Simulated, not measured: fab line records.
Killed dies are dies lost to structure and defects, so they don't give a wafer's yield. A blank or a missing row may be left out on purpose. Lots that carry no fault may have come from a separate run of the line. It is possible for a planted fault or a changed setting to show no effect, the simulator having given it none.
Which of the tools did it? -- flow nand-harc -- 39 wafers from 13 lots sampled at 5 of the route's 1159 steps

## WHAT THE GAUGES SHOWED, per wafer
NHARC_A_CONTACT_CD_MEAS_08 targets a cd of 100 nm. Usual: cd-nm reads 99.9 nm (standard deviation 0.72).
lot,measured,on,cd-nm (nm),flag
L149,day 17 05:46,cd-sem-01,99.7 98.8 98.0,
L150,day 17 20:32,cd-sem-03,99.4 99.6 100.3,
L151,day 18 14:13,cd-sem-03,99.7 99.8 99.7,
L152,day 18 15:39,cd-sem-03,99.4 101.1 100.5,
L153,day 18 19:25,cd-sem-01,99.5 99.7 98.8,
L154,day 19 03:35,cd-sem-03,99.1 101.0 99.9,
L155,day 19 03:54,cd-sem-03,99.2 100.1 99.7,
L156,day 19 07:41,cd-sem-03,100.0 100.7 100.5,
L157,day 19 15:05,cd-sem-03,99.9 99.6 100.1,
L159,day 19 20:40,cd-sem-01,100.3 100.2 99.0,
L160,day 20 20:49,cd-sem-03,100.6 99.9 99.1,
L161,day 21 00:49,cd-sem-03,99.6 99.5 99.9,
L167,day 22 15:52,cd-sem-03,98.7 99.1 99.4,

NHARC_END_SORT_01. Usual: killed-at-array 25, standard deviation 10; killed-at-other 0.6, standard deviation 0.91; killed-at-periphery 3.6, standard deviation 2.9; killed-dies 29, standard deviation 10; killed-open 3.3, standard deviation 2; killed-short 1.9, standard deviation 1.5.
lot,measured,on,killed-at-array,killed-at-other,killed-at-periphery,killed-dies,killed-open,killed-short,flag
L167,day 24 21:12,prober-01,433 13 14,0 0 0,8 4 8,441 17 22,4 5 4,0 2 3,OFF

## TOOL THAT RAN EACH LOT (tool first, then ch and the chambers of the sampled wafers, then the start)
lot,NHARC_A_CONTACT_ETCH_89,NHARC_A_CONTACT_ETCH_135,NHARC_A_CONTACT_ETCH_138
L149,"rie-diel-03 ch 0,2,3, day 17 06:11","har-cap-etch-02 ch 0,1, day 17 07:16","har-cap-etch-02 ch 0,1, day 17 07:45"
L150,"rie-diel-11 ch 1,2,3, day 17 20:59","har-cap-etch-02 ch 0,1, day 17 21:59","har-cap-etch-02 ch 0,1, day 17 22:21"
L151,"rie-diel-12 ch 1,2,3, day 18 14:37","har-cap-etch-01 ch 0,1, day 18 15:39","har-cap-etch-01 ch 0,1, day 18 16:01"
L152,"rie-diel-03 ch 0,1,3, day 18 16:05","har-cap-etch-01 ch 0,1, day 18 17:03","har-cap-etch-01 ch 0,1, day 18 17:25"
L153,"rie-diel-03 ch 0,2,3, day 18 19:46","har-cap-etch-02 ch 0,1, day 18 20:47","har-cap-etch-02 ch 0,1, day 18 21:10"
L154,"rie-diel-03 ch 0,3, day 19 03:56","har-cap-etch-03 ch 1, day 19 04:59","har-cap-etch-03 ch 1, day 19 05:21"
L155,"rie-diel-12 ch 2,3, day 19 04:16","har-cap-etch-02 ch 0,1, day 19 05:16","har-cap-etch-02 ch 0,1, day 19 05:38"
L156,"rie-diel-12 ch 0,2, day 19 08:03","har-cap-etch-02 ch 0,1, day 19 09:04","har-cap-etch-02 ch 0,1, day 19 09:26"
L157,"rie-diel-03 ch 0,2,3, day 19 15:27","har-cap-etch-03 ch 0, day 19 16:29","har-cap-etch-03 ch 0, day 19 16:52"
L159,"rie-diel-11 ch 0,3, day 19 21:02","har-cap-etch-02 ch 0,1, day 19 22:04","har-cap-etch-02 ch 0,1, day 19 22:26"
L160,"rie-diel-12 ch 0,1,3, day 20 21:18","har-cap-etch-01 ch 0,1, day 20 22:17","har-cap-etch-01 ch 0,1, day 20 22:38"
L161,"rie-diel-03 ch 1,3, day 21 01:13","har-cap-etch-01 ch 0,1, day 21 02:11","har-cap-etch-01 ch 0,1, day 21 02:34"
L167,"rie-diel-11 ch 1,2, day 22 16:16","har-cap-etch-02 ch 0,1, day 22 17:16","har-cap-etch-02 ch 0,1, day 22 17:37"
- NHARC_A_CONTACT_ETCH_89: etches the open film in N2/H2, target depth 260 nm, time 475.3 s.
- NHARC_A_CONTACT_ETCH_135: etches the open film in C4F8/O2/Ar, time 132 s, target depth 1287 nm.
- NHARC_A_CONTACT_ETCH_138: etches the open film in C4F8/O2/Ar, time 132 s, target depth 1289 nm.

## WHAT THE TOOLS THEMSELVES READ (means of the sampled wafers that have a number; where no wafer has one, the mark that the record gives instead)
NHARC_A_CONTACT_ETCH_89. Usual: value, then standard deviation, for each; drypump-motor-current-A 5.9 A / 0.38; oes-product-au 1.002 a.u. / 0.012; rf-fwd-power-W 399.6 W / 1.2; rf-vpp-V 430 V / 3.1; run-length-s 496.7 s / 0.37; showerhead-plenum-p-Torr 2.03 Torr / 0.11; throttle-valve-pct 14.172 % / 0.0083.
lot,tool,drypump-motor-current-A (A),oes-product-au (a.u.),rf-fwd-power-W (W),rf-vpp-V (V),run-length-s (s),showerhead-plenum-p-Torr (Torr),throttle-valve-pct (%),flag
L149,rie-diel-03,6.0,0.992,400.0,431,496.4,2.05,14.167,
L150,rie-diel-11,6.1,1.003,399.2,432,496.8,2.09,14.168,
L151,rie-diel-12,5.6,1.004,399.1,431,497.1,2.06,14.176,
L152,rie-diel-03,6.2,1.007,397.8,429,496.2,1.96,14.168,
L153,rie-diel-03,6.1,0.998,398.9,430,496.6,2.04,14.178,
L154,rie-diel-03,6.2,1.001,400.3,429,496.4,2.00,14.169,
L155,rie-diel-12,5.4,1.010,401.1,428,496.9,1.97,14.180,
L156,rie-diel-12,5.6,1.008,399.6,429,496.6,1.98,14.172,
L157,rie-diel-03,6.0,1.003,399.9,431,496.4,2.04,14.170,
L159,rie-diel-11,6.1,0.987,400.4,427,496.8,1.91,14.171,
L160,rie-diel-12,5.8,0.995,399.7,432,496.9,2.13,14.167,
L161,rie-diel-03,6.2,0.995,400.4,428,496.6,1.92,14.170,
L167,rie-diel-11,5.8,1.029,400.9,434,455.3,2.17,14.172,OFF

## THE ANSWER, worked out from the rows above alone
Rule: lot off if the mean of its wafers having a number is beyond 3 standard deviations from the usual mean. Also off: a lot with no number at a reading for which 4 or more lots have one. All remaining lots with rows at the step are treated as sound. First the gauges in route order, then the tools' own readings, where a lot's mean is used as printed above. At the first step where some lot is off, the reading lying furthest off is the one used; lots without a number count as furthest.
Off: L167, at NHARC_END_SORT_01 (killed-dies). Neither off nor sound, because the step has no rows for them: L149, L150, L151, L152, L153, L154, L155, L156, L157, L159, L160, L161.
A tool fits if, at a process step before that reading, it ran every lot that is off, and no sound lot after the first of them. The gauges at NHARC_END_SORT_01 aren't tried: what is off there is off at NHARC_A_CONTACT_ETCH_89 too, on other tools, and a gauge's error can't cause that. Undecided on this evidence; 2 tools fit (rie-diel-11 at NHARC_A_CONTACT_ETCH_89, har-cap-etch-02 at NHARC_A_CONTACT_ETCH_135 and NHARC_A_CONTACT_ETCH_138).

## WHAT THE SIMULATOR HAD INSERTED
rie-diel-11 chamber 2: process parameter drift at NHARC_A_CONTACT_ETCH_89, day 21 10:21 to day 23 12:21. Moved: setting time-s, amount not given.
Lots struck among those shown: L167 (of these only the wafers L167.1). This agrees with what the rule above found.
